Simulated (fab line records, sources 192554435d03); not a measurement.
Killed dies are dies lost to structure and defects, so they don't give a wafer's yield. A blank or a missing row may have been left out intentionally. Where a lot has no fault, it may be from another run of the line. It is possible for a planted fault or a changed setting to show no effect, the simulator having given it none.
One fault through the eyes of 2 desks	flow n5 finfet	numbers are kept per desk, each desk with only its own; the story behind them comes last

DESK OF THE TOOL OWNER: implanter-02
The tool's own readings at N5_WELL_APT_IMPLANT_14: means of the sampled wafers that have a number, for each lot that ran on this tool. A lot is out of limits, marked OUT, if its mean lies more than 4 standard deviations from the usual mean; the brackets give that distance.
Columns: A = dose ions cm2 at N5_WELL_APT_IMPLANT_14, usual 1.4998e+13; B = faraday current uA at N5_WELL_APT_IMPLANT_14, usual 190
lot	first seen here	A	B
L676	day 1 13:56	1.4991e+13	190
L681	day 2 20:02	1.4996e+13	192
L684	day 3 14:35	1.7693e+13 (+99 or more) OUT	221 (+8.6) OUT
L686	day 4 02:08	1.7688e+13 (+99 or more) OUT	227 (+10) OUT
L696	day 6 14:25	1.4997e+13	189
Finding of this desk: L684, L686 out of limits; the first was L684 at day 3 14:35, on dose ions cm2 at N5_WELL_APT_IMPLANT_14. In limits: L676, L681, L696.

AT THE METROLOGY DESK
Lot by lot, what the gauges showed, no matter which tool ran the lot: averages of those sampled wafers that carry a number. A lot is out of limits, marked OUT, if its mean lies more than 4 standard deviations from the usual mean; the brackets give that distance. 7 of its 11 readings are shown: the first one out of limits and those lying furthest out on some lot.
Columns: A = DIBL_N at N5_BEOL_M4_RC_MEAS_101, usual 35.8 mV/V; B = DIBL_P at N5_BEOL_M4_RC_MEAS_101, usual 35.9 mV/V; C = IOFF_N at N5_BEOL_M4_RC_MEAS_101, usual 0.16 nA/um; D = RS_NWELL at N5_BEOL_M4_RC_MEAS_101, usual 1038 ohm/sq; E = SS_N at N5_BEOL_M4_RC_MEAS_101, usual 71.4 mV/dec; F = SS_P at N5_BEOL_M4_RC_MEAS_101, usual 73.2 mV/dec; G = VT_P at N5_BEOL_M4_RC_MEAS_101, usual -251 mV
lot	first seen here	A	B	C	D	E	F	G
L676	day 7 19:40	35.3	35.3	0.16	1039	71.9	73.2	-253
L680	day 8 20:38	35.9	37.3	0.18	1038	71.5	73.3	-247
L681	day 9 08:31	35.9	36.7	0.16	1040	71.8	73.2	-251
L684	day 9 22:04	36.8	37.4	0.16	952 (-12) OUT	71.5	73.8	-251
L682	day 10 00:50	36.8	38.4	0.17	1037	71.8	73.0	-252
L686	day 10 06:25	37.6	36.8	0.19	944 (-13) OUT	72.0	74.2	-251
L692	day 12 01:48	33.3	33.8	0.11	1032	70.5	72.4	-253
L696	day 12 18:34	35.4	36.7	0.16	1036	71.9	73.0	-247
L698	day 13 21:09	35.6	34.1	0.13	1039	70.8	72.7	-252
This desk reports L684, L686 out of limits; the earliest was L684 at day 9 22:04 (RS_NWELL at N5_BEOL_M4_RC_MEAS_101). In limits: L676, L680, L681, L682, L692, L696, L698.

PUT TOGETHER
The tool owner's desk had the chance to raise an alarm at day 3 14:35 on L684, L686.
At day 9 22:04 the metrology desk could have sounded an alarm, on L684, L686.
N5_WELL_APT_IMPLANT_14 was run on implanter-02 by each of the lots named.

WHAT THE SIMULATOR PUT IN
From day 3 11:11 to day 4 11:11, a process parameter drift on implanter-02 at N5_WELL_APT_IMPLANT_14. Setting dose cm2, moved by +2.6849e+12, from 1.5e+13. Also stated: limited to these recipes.
Struck lots among those shown: L684, L686.
Counting hours from when the fault started, the first reading out of limits came at 3 for the tool owner's desk and at 155 for the metrology desk.
